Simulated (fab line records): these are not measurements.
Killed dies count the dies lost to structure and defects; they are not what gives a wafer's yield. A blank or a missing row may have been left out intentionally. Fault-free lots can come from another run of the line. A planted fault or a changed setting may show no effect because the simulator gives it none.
Matching of chambers -- flow nand harc -- NHARC_P_ZERO_WELL_ETCH_65 on rie diel-10 has 4 sister chambers
The step etches the open film in N2/H2, target depth 80 nm, overetch 24 nm, time 87.88 s. 4 wafers are shown with their chamber, then 7 later ones without.

## WAFERS, EACH WITH ITS CHAMBER
wafer,chamber,showerhead plenum p Torr (Torr)
L082.1,0,1.90
L083.2,2,1.99
L087.1,3,1.99
L087.5,1,1.93

## WAFERS WITHOUT THEIR CHAMBER
wafer,showerhead plenum p Torr (Torr)
L087.6,1.99
L090.1,1.99
L090.4,1.93
L090.5,1.99
L094.1,1.98
L094.2,1.89
L094.5,1.98

## WHICH CHAMBER EACH WENT THROUGH
wafer,from the rows above,in truth
L087.6,can't be placed: 2 or 3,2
L090.1,can't be placed: 2 or 3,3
L090.4,1,1
L090.5,can't be placed: 2 or 3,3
L094.1,can't be placed: 2 or 3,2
L094.2,0,0
L094.5,can't be placed: 2 or 3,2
2 of 7 placed correctly. Unplaceable from these rows: 5, with the true chamber sitting among the candidates in 5. 0 placed wrongly.
How it was worked out, from the rows above alone: a wafer's distance from a chamber is the root of the sum, over the readings, of the square of ((its reading less the chamber's mean) divided by the reading's scatter). The wafer belongs to the nearest chamber; if the next one is less than 2 further off, it can't be placed. Each chamber's mean is taken over the wafers shown for it. The scatter (one wafer shown for each chamber): square how far every hidden wafer sits from the nearest shown wafer, average those squares and take the square root.
